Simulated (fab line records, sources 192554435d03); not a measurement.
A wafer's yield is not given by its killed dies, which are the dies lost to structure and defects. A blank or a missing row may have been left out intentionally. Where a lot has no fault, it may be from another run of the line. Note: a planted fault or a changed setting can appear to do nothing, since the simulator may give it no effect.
Split-lot trial + flow n5Finfet + 21 wafers read from 7 lots, route of 1938 steps

## THE SPLIT
At N5_BEOL_M7_DESCUM_33 (chemistry O2, time 7 s), the setting timeS was moved away from the recipe's 7 s on 6 of the 21 wafers read, by +7.1% to +19.6%. This setting was run at the recipe's value on the other wafers.

## FROM SPLIT TO READING: 1 step shown by the file between the two
- N5_BEOL_M7_ETCH_72: etches underlayer in N2/H2, target depth 6.5 nm, time 5.2 s

## THE READING
CAR-EUV_of_BEOL_M7_COAT_22.thkNm (the simulator's own value, which no gauge read), in nm, at N5_BEOL_M7_ETCH_65 (etches SiARC in CF4, target depth 15.6 nm, time 26 s). No usual value for it is given in the file. Average 11.1 nm, standard deviation 0.1 nm, over the 15 wafers here run with the recipe.

| wafer  | tool, chamber at the split | timeS as run, s | against the recipe | CAR-EUV_of_BEOL_M7_COAT_22.thkNm, nm | against lot-mates on the recipe |
|--------|----------------------------|-----------------|--------------------|--------------------------------------|---------------------------------|
| L076.2 | rieDiel-01, 1,0            | 7               | recipe             | 11.2                                 | -                               |
| L076.3 | rieDiel-01, 1,0            | 7               | recipe             | 11                                   | -                               |
| L076.4 | rieDiel-01, 1              | 7.848           | +12.1%             | 10.6                                 | -0.5                            |
| L078.2 | rieDiel-03, 1,0,1          | 7               | recipe             | 11.2                                 | -                               |
| L078.5 | rieDiel-03, 1,0,1          | 7               | recipe             | 11.2                                 | -                               |
| L078.3 | rieDiel-03, 1,0,1          | 7               | recipe             | 11                                   | -                               |
| L080.1 | rieDiel-01, 2              | 7.506           | +7.2%              | 10.8                                 | -0.2                            |
| L080.2 | rieDiel-01, 3,1            | 7               | recipe             | 11                                   | -                               |
| L080.3 | rieDiel-01, 3,1            | 7               | recipe             | 11                                   | -                               |
| L083.1 | rieDiel-03, 2              | 7.677           | +9.7%              | 10.6                                 | -0.5                            |
| L083.3 | rieDiel-03, 3,0            | 7               | recipe             | 11                                   | -                               |
| L083.6 | rieDiel-03, 3,0            | 7               | recipe             | 11.2                                 | -                               |
| L084.2 | rieDiel-03, 1,3            | 7               | recipe             | 11.2                                 | -                               |
| L084.3 | rieDiel-03, 2              | 7.495           | +7.1%              | 10.8                                 | -0.3                            |
| L084.4 | rieDiel-03, 1,3            | 7               | recipe             | 11                                   | -                               |
| L086.2 | rieDiel-06, 0              | 7               | recipe             | 11.2                                 | -                               |
| L086.4 | rieDiel-06, 3,1            | 8.372           | +19.6%             | 10.4                                 | -0.8                            |
| L086.6 | rieDiel-06, 3,1            | 8.372           | +19.6%             | 10.4                                 | -0.8                            |
| L097.3 | rieDiel-03, 1              | 7               | recipe             | 11.2                                 | -                               |
| L097.5 | rieDiel-03, 2,3            | 7               | recipe             | 11                                   | -                               |
| L097.6 | rieDiel-03, 2,3            | 7               | recipe             | 11                                   | -                               |
When a row names more than one chamber, that row covers several wafers, and the file does not tell which wafer ran in which chamber.

FIT RESULTS
A straight line over all 21 wafers: CAR-EUV_of_BEOL_M7_COAT_22.thkNm changes by -0.0375 nm for each +1% of timeS; r = -0.93; the points scatter about the line by 0.095 nm.
The same after taking each lot's own level away (the mean of its wafers on the recipe; 21 wafers): -0.0413 nm for each +1%; r = -0.96; scatter 0.084 nm.
On that fit, the largest move of timeS shifts the reading by 0.81 nm.
The lots' own levels span 11.00 to 11.20 nm, that is 2.0 times the standard deviation above.
The two slopes agree, so the slope changes little with the lot-to-lot level.
Check: with one of the wafers moved furthest among these (+19.6%) left out of the fit, the line predicts -0.813 nm for it against its lot-mates. It came out at -0.8 nm against them.

## FURTHER SPLITS ON THESE WAFERS
These wafers also went through other splits before the reading. Each is held against what the fit with the lots' levels taken away leaves over:
| other split on the same wafers    | wafers away from the commonest value | r with CAR-EUV_of_BEOL_M7_COAT_22.thkNm (lot level and that fit taken away) |
|-----------------------------------|--------------------------------------|-----------------------------------------------------------------------------|
| N5_BEOL_M4_TRENCH_ETCH_37 sourceW | 9                                    | +0.16                                                                       |
| N5_BEOL_M5_COAT_71 spinRpm        | 7                                    | -0.05                                                                       |
| N5_BEOL_M6_TRENCH_ETCH_37 sourceW | 12                                   | +0.10                                                                       |

## THE WHOLE CHAIN: every reading that the file lists as answering this split, in the file's order
| step                 | what it does                                                | reading                                                                           | change (the file's fit)                | r (the file's) |
|----------------------|-------------------------------------------------------------|-----------------------------------------------------------------------------------|----------------------------------------|----------------|
| N5_BEOL_M7_DESCUM_33 | chemistry O2, time 7 s                                      | CAR-EUV_of_BEOL_M7_COAT_22.thkNm (the simulator's own value, which no gauge read) | -0.0321 nm for each +1% of the setting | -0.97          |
| N5_BEOL_M7_ETCH_72   | etches underlayer in N2/H2, target depth 6.5 nm, time 5.2 s | CAR-EUV_of_BEOL_M7_COAT_22.thkNm (the simulator's own value, which no gauge read) | -0.0378 nm for each +1% of the setting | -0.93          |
| N5_BEOL_M7_ETCH_65   | etches SiARC in CF4, target depth 15.6 nm, time 26 s        | CAR-EUV_of_BEOL_M7_COAT_22.thkNm (the simulator's own value, which no gauge read) | -0.0415 nm for each +1% of the setting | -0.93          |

## FILE'S OWN FIT
CAR-EUV_of_BEOL_M7_COAT_22.thkNm changes by -0.0415 nm for each +1% of timeS, r = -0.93.
